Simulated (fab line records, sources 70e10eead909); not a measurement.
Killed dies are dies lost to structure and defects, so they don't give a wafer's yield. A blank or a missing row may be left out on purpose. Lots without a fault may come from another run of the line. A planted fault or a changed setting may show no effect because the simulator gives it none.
Which tool did it? | flow nand_harc | 24 lots, 72 wafers sampled, at 6 steps of a route of 1159

WHAT THE GAUGES READ, wafer by wafer
NHARC_P_M0_CD_MEAS_09: target cd 90 nm. Usual: cd_nm 90.4 nm, standard deviation 0.62.
lot  | measured     | on        | cd_nm (nm)     | flag
L075 | day 6 03:06  | cd_sem-02 | 89.8 89.3 90.9 |
L074 | day 6 05:20  | cd_sem-02 | 89.5 90.2 89.9 |
L076 | day 6 08:41  | cd_sem-02 | 91.3 90.2 91.5 |
L078 | day 6 20:16  | cd_sem-02 | 89.2 90.3 89.8 |
L077 | day 6 21:35  | cd_sem-02 | 90.6 90.2 89.4 |
L079 | day 6 22:00  | cd_sem-03 | 90.0 90.2 89.9 |
L080 | day 7 09:01  | cd_sem-02 | 90.3 90.9 90.0 |
L081 | day 7 22:35  | cd_sem-02 | 90.9 90.2 90.6 |
L083 | day 7 22:46  | cd_sem-02 | 91.1 90.6 91.1 |
L082 | day 7 23:49  | cd_sem-01 | 89.4 90.2 89.6 |
L084 | day 8 20:29  | cd_sem-01 | 91.8 91.2 91.2 |
L086 | day 8 22:31  | cd_sem-02 | 90.2 90.6 90.6 |
L085 | day 8 22:48  | cd_sem-02 | 91.7 90.7 91.0 |
L087 | day 8 23:04  | cd_sem-03 | 90.6 90.3 91.0 |
L089 | day 9 15:20  | cd_sem-03 | 89.8 89.5 90.2 |
L090 | day 9 16:22  | cd_sem-02 | 90.2 91.0 89.7 |
L088 | day 9 16:49  | cd_sem-02 | 91.0 90.5 90.5 |
L091 | day 9 22:57  | cd_sem-01 | 90.4 90.5 90.2 |
L092 | day 10 05:31 | cd_sem-03 | 89.5 90.3 90.8 |
L093 | day 10 14:47 | cd_sem-03 | 89.9 90.4 89.8 |
L095 | day 10 19:36 | cd_sem-02 | 88.7 89.3 89.9 |
L094 | day 10 20:10 | cd_sem-03 | 91.0 91.2 90.1 |
L096 | day 11 16:09 | cd_sem-01 | 90.1 90.7 90.8 |
L097 | day 11 16:19 | cd_sem-02 | 89.9 90.8 89.9 |

NHARC_P_M1_CD_MEAS_16. Usual: cd_nm 129.9 nm, standard deviation 0.93.
lot  | measured     | on        | cd_nm (nm)        | flag
L075 | day 6 07:31  | cd_sem-02 | 131.3 130.4 130.5 |
L074 | day 6 10:07  | cd_sem-02 | 130.1 130.4 128.8 |
L076 | day 6 13:06  | cd_sem-02 | 127.5 131.1 130.5 |
L078 | day 7 00:59  | cd_sem-03 | 129.4 128.6 129.5 |
L077 | day 7 02:01  | cd_sem-03 | 128.8 129.1 129.9 |
L079 | day 7 02:43  | cd_sem-03 | 129.7 129.4 129.9 |
L080 | day 7 13:26  | cd_sem-03 | 130.3 129.0 131.5 |
L081 | day 8 03:02  | cd_sem-02 | 128.0 130.6 129.1 |
L083 | day 8 03:31  | cd_sem-02 | 129.6 131.3 129.5 |
L082 | day 8 04:25  | cd_sem-01 | 129.4 130.3 129.3 |
L084 | day 9 01:04  | cd_sem-02 | 131.5 129.9 129.5 |
L086 | day 9 03:11  | cd_sem-02 | 129.2 128.7 129.1 |
L085 | day 9 03:50  | cd_sem-03 | 129.4 128.9 128.7 |
L087 | day 9 04:18  | cd_sem-01 | 129.7 128.8 130.5 |
L089 | day 9 19:55  | cd_sem-01 | 131.3 128.8 129.8 |
L090 | day 9 20:56  | cd_sem-02 | 129.8 131.1 130.6 |
L088 | day 9 21:25  | cd_sem-02 | 130.9 131.4 130.7 |
L091 | day 10 03:41 | cd_sem-02 | 129.4 129.2 129.0 |
L092 | day 10 10:12 | cd_sem-02 | 129.9 131.6 129.8 |
L093 | day 10 19:15 | cd_sem-02 | 130.2 129.1 130.8 |
L095 | day 11 00:12 | cd_sem-01 | 131.9 130.8 129.8 |
L094 | day 11 00:50 | cd_sem-01 | 129.9 129.0 129.6 |
L096 | day 11 20:40 | cd_sem-02 | 131.6 131.6 130.7 |
L097 | day 11 21:00 | cd_sem-02 | 129.4 127.8 129.9 |

NHARC_P_BONDPAD_THK_MEAS_33: measures by ellipsometry. Usual: thk_nm 199.9 nm, standard deviation 1.5.
lot  | measured     | on            | thk_nm (nm)       | flag
L075 | day 6 15:23  | film_metro-01 | 200.5 200.9 199.4 |
L074 | day 6 18:16  | film_metro-01 | 199.2 198.8 201.8 |
L076 | day 6 21:07  | film_metro-02 | 198.3 198.7 198.9 |
L078 | day 7 08:53  | film_metro-01 | 200.6 199.8 201.4 |
L077 | day 7 09:54  | film_metro-02 | 201.5 201.4 202.3 |
L079 | day 7 10:35  | film_metro-01 | 200.6 197.0 198.9 |
L080 | day 7 21:04  | film_metro-01 | 201.6 201.3 198.2 |
L081 | day 8 10:55  | film_metro-01 | 197.9 199.0 199.0 |
L083 | day 8 11:30  | film_metro-02 | 196.6 201.0 197.5 |
L082 | day 8 12:11  | film_metro-02 | 201.3 201.7 201.4 |
L084 | day 9 08:52  | film_metro-01 | 199.2 199.9 199.8 |
L086 | day 9 10:59  | film_metro-02 | 199.2 200.2 199.5 |
L085 | day 9 12:10  | film_metro-02 | 199.0 198.4 198.7 |
L087 | day 9 12:24  | film_metro-01 | 200.1 198.8 197.8 |
L089 | day 10 03:42 | film_metro-01 | 200.0 199.6 200.4 |
L090 | day 10 04:43 | film_metro-01 | 199.6 201.3 200.0 |
L088 | day 10 05:40 | film_metro-02 | 201.4 201.6 199.9 |
L091 | day 10 11:23 | film_metro-01 | 200.9 198.5 197.9 |
L092 | day 10 17:52 | film_metro-01 | 198.4 199.5 201.3 |
L093 | day 11 02:50 | film_metro-02 | 198.0 202.0 202.0 |
L095 | day 11 08:14 | film_metro-02 | 200.4 198.8 201.2 |
L094 | day 11 08:36 | film_metro-01 | 201.7 202.7 197.0 |
L096 | day 12 04:42 | film_metro-02 | 199.1 200.0 201.3 |
L097 | day 12 05:36 | film_metro-01 | 199.4 201.1 198.8 |

WHICH TOOL RAN EACH LOT (tool, then ch and the chambers of the sampled wafers, then the start)
lot  | NHARC_P_M0_PRE_CLEAN_31         | NHARC_P_M2_ANNEAL_31             | NHARC_P_M2_CMP_23
L075 | pecvd-02 ch 0,2, day 6 05:50    | rtp_anneal-02 ch 0, day 6 13:14  | cmp-01 ch 0,2,3, day 6 13:34
L074 | pecvd-02 ch 0,2, day 6 08:17    | rtp_anneal-01 ch 0, day 6 15:55  | cmp-03 ch 2,3, day 6 16:17
L076 | pecvd-02 ch 0,1,2, day 6 11:24  | rtp_anneal-02 ch 0, day 6 19:01  | cmp-02 ch 1,3, day 6 19:17
L078 | pecvd-04 ch 1,2, day 6 23:02    | rtp_anneal-02 ch 0, day 7 06:45  | cmp-01 ch 0,3, day 7 07:02
L077 | pecvd-04 ch 0,1,2, day 7 00:22  | rtp_anneal-01 ch 0, day 7 07:52  | cmp-01 ch 0,2,3, day 7 08:09
L079 | pecvd-02 ch 1,2, day 7 00:52    | rtp_anneal-02 ch 0, day 7 08:31  | cmp-02 ch 1,3, day 7 08:54
L080 | pecvd-01 ch 0,2, day 7 11:46    | rtp_anneal-01 ch 0, day 7 19:10  | cmp-02 ch 0,1, day 7 19:26
L081 | pecvd-02 ch 1,2, day 8 01:19    | rtp_anneal-01 ch 0, day 8 08:46  | cmp-03 ch 1,3, day 8 09:00
L083 | pecvd-01 ch 0,1, day 8 01:29    | rtp_anneal-01 ch 0, day 8 09:28  | cmp-03 ch 0,1, day 8 09:49
L082 | pecvd-01 ch 0,1,2, day 8 02:35  | rtp_anneal-01 ch 0, day 8 10:13  | cmp-03 ch 1,3, day 8 10:32
L084 | pecvd-02 ch 0,1,2, day 8 23:15  | rtp_anneal-01 ch 0, day 9 06:43  | cmp-01 ch 0,2, day 9 07:04
L086 | pecvd-01 ch 1,2, day 9 01:23    | rtp_anneal-02 ch 0, day 9 09:01  | cmp-03 ch 0,1,2, day 9 09:19
L085 | pecvd-04 ch 0,1,2, day 9 02:08  | rtp_anneal-02 ch 0, day 9 10:04  | cmp-02 ch 0,1,3, day 9 10:25
L087 | pecvd-04 ch 0,1,2, day 9 02:28  | rtp_anneal-02 ch 0, day 9 10:23  | cmp-03 ch 0,2,3, day 9 10:46
L089 | pecvd-01 ch 1,2, day 9 18:07    | rtp_anneal-01 ch 0, day 10 01:41 | cmp-03 ch 0,1,2, day 10 01:59
L090 | pecvd-02 ch 0,1,2, day 9 19:07  | rtp_anneal-01 ch 0, day 10 02:40 | cmp-01 ch 1,2,3, day 10 03:01
L088 | pecvd-04 ch 0,1,2, day 9 19:35  | rtp_anneal-01 ch 0, day 10 03:31 | cmp-03 ch 0,1,2, day 10 03:52
L091 | pecvd-01 ch 0,2, day 10 01:44   | rtp_anneal-01 ch 0, day 10 09:26 | cmp-02 ch 1,3, day 10 09:41
L092 | pecvd-01 ch 1,2, day 10 08:22   | rtp_anneal-01 ch 0, day 10 15:53 | cmp-01 ch 1,2,3, day 10 16:11
L093 | pecvd-04 ch 0,1, day 10 17:31   | rtp_anneal-01 ch 0, day 11 00:52 | cmp-02 ch 0,1,2, day 11 01:10
L095 | pecvd-02 ch 0,2, day 10 22:27   | rtp_anneal-01 ch 0, day 11 06:14 | cmp-03 ch 1,2, day 11 06:35
L094 | pecvd-02 ch 0,1,2, day 10 22:54 | rtp_anneal-02 ch 0, day 11 06:35 | cmp-02 ch 2,3, day 11 06:56
L096 | pecvd-01 ch 1,2, day 11 18:52   | rtp_anneal-02 ch 0, day 12 02:40 | cmp-01 ch 0,1,3, day 12 03:02
L097 | pecvd-04 ch 0,1,2, day 11 19:11 | rtp_anneal-01 ch 0, day 12 03:20 | cmp-01 ch 0,1,3, day 12 03:46
- NHARC_P_M0_PRE_CLEAN_31: time 12 s.
- NHARC_P_M2_ANNEAL_31: time 90 s.
- NHARC_P_M2_CMP_23: polishes, t overpolish 20 s, target thk 144.3 nm.

WHAT THE TOOLS THEMSELVES READ (means of the sampled wafers that have a number; where no wafer has one, the mark that the record gives instead)
NHARC_P_M0_PRE_CLEAN_31. Usual: heater_power_w 643 W, standard deviation 90.
lot  | tool     | heater_power_w (W) | flag
L075 | pecvd-02 | 656                |
L074 | pecvd-02 | 662                |
L076 | pecvd-02 | 676                |
L078 | pecvd-04 | 747                |
L077 | pecvd-04 | 637                |
L079 | pecvd-02 | 708                |
L080 | pecvd-01 | 602                |
L081 | pecvd-02 | 677                |
L083 | pecvd-01 | 679                |
L082 | pecvd-01 | 574                |
L084 | pecvd-02 | 641                |
L086 | pecvd-01 | 590                |
L085 | pecvd-04 | 661                |
L087 | pecvd-04 | 661                |
L089 | pecvd-01 | 633                |
L090 | pecvd-02 | 637                |
L088 | pecvd-04 | 707                |
L091 | pecvd-01 | 593                |
L092 | pecvd-01 | 625                |
L093 | pecvd-04 | 733                |
L095 | pecvd-02 | 723                |
L094 | pecvd-02 | 631                |
L096 | pecvd-01 | 556                |
L097 | pecvd-04 | 653                |

NHARC_P_M2_ANNEAL_31. Usual: wafer_temp_C_max 226.3, standard deviation 0.35.
lot  | tool          | wafer_temp_C_max | flag
L075 | rtp_anneal-02 | 226.2            |
L074 | rtp_anneal-01 | 226.0            |
L076 | rtp_anneal-02 | 225.9            |
L078 | rtp_anneal-02 | 226.3            |
L077 | rtp_anneal-01 | 226.3            |
L079 | rtp_anneal-02 | 226.1            |
L080 | rtp_anneal-01 | 226.3            |
L081 | rtp_anneal-01 | 226.7            |
L083 | rtp_anneal-01 | 226.7            |
L082 | rtp_anneal-01 | 226.5            |
L084 | rtp_anneal-01 | 226.5            |
L086 | rtp_anneal-02 | 226.0            |
L085 | rtp_anneal-02 | 226.0            |
L087 | rtp_anneal-02 | 226.2            |
L089 | rtp_anneal-01 | 226.8            |
L090 | rtp_anneal-01 | 226.3            |
L088 | rtp_anneal-01 | 226.4            |
L091 | rtp_anneal-01 | 226.5            |
L092 | rtp_anneal-01 | 226.2            |
L093 | rtp_anneal-01 | 226.3            |
L095 | rtp_anneal-01 | 226.4            |
L094 | rtp_anneal-02 | 225.7            |
L096 | rtp_anneal-02 | 225.9            |
L097 | rtp_anneal-01 | 226.5            |

NHARC_P_M2_CMP_23. Usual: motor_current_A 11.8 A, standard deviation 0.92; slurry_flow_ml_min 150.0, standard deviation 0.49; time_to_endpoint_s 28.4 s, standard deviation 2.5.
lot  | tool   | motor_current_A (A) | slurry_flow_ml_min | time_to_endpoint_s (s) | flag
L075 | cmp-01 | 11.9                | 149.9              | 29.3                   |
L074 | cmp-03 | 11.6                | 149.7              | 28.5                   |
L076 | cmp-02 | 11.7                | 150.0              | 30.2                   |
L078 | cmp-01 | 12.4                | 150.1              | 28.5                   |
L077 | cmp-01 | 11.7                | 150.2              | 28.3                   |
L079 | cmp-02 | 11.9                | 150.0              | 28.0                   |
L080 | cmp-02 | 12.6                | 150.5              | 27.0                   |
L081 | cmp-03 | 11.6                | 150.4              | 33.2                   |
L083 | cmp-03 | 11.9                | 150.0              | 28.0                   |
L082 | cmp-03 | 11.8                | 150.4              | 30.3                   |
L084 | cmp-01 | 11.9                | 150.1              | 25.8                   |
L086 | cmp-03 | 11.8                | 150.3              | 28.4                   |
L085 | cmp-02 | 12.4                | 150.3              | 28.2                   |
L087 | cmp-03 | 11.6                | 149.4              | 30.4                   |
L089 | cmp-03 | 11.8                | 150.0              | 27.4                   |
L090 | cmp-01 | 11.0                | 150.0              | 25.5                   |
L088 | cmp-03 | 11.9                | 150.1              | 29.6                   |
L091 | cmp-02 | 12.1                | 150.1              | 29.0                   |
L092 | cmp-01 | 11.2                | 149.9              | 27.2                   |
L093 | cmp-02 | 12.0                | 149.7              | 26.6                   |
L095 | cmp-03 | 11.9                | 150.1              | 29.7                   |
L094 | cmp-02 | 11.5                | 149.6              | 28.6                   |
L096 | cmp-01 | 12.0                | 150.3              | 28.4                   |
L097 | cmp-01 | 11.8                | 149.9              | 29.5                   |

THE ANSWER, worked out from the rows above alone
Rule: a lot is off if the mean of its wafers that have a number lies more than 3 standard deviations from the usual mean. A lot without any number at a reading at which 4 lots or more have one is off too. The other lots that the step has rows for count as sound. The gauges are gone through in route order, then the tools' own readings, and for those a lot's mean is taken as printed above. The first step at which some lot is off is used, and at that step the reading that is off furthest; a lot without a number counts as furthest.
No lot is off at any reading shown: from this, nothing can be told.

WHAT THE SIMULATOR HAD PUT IN
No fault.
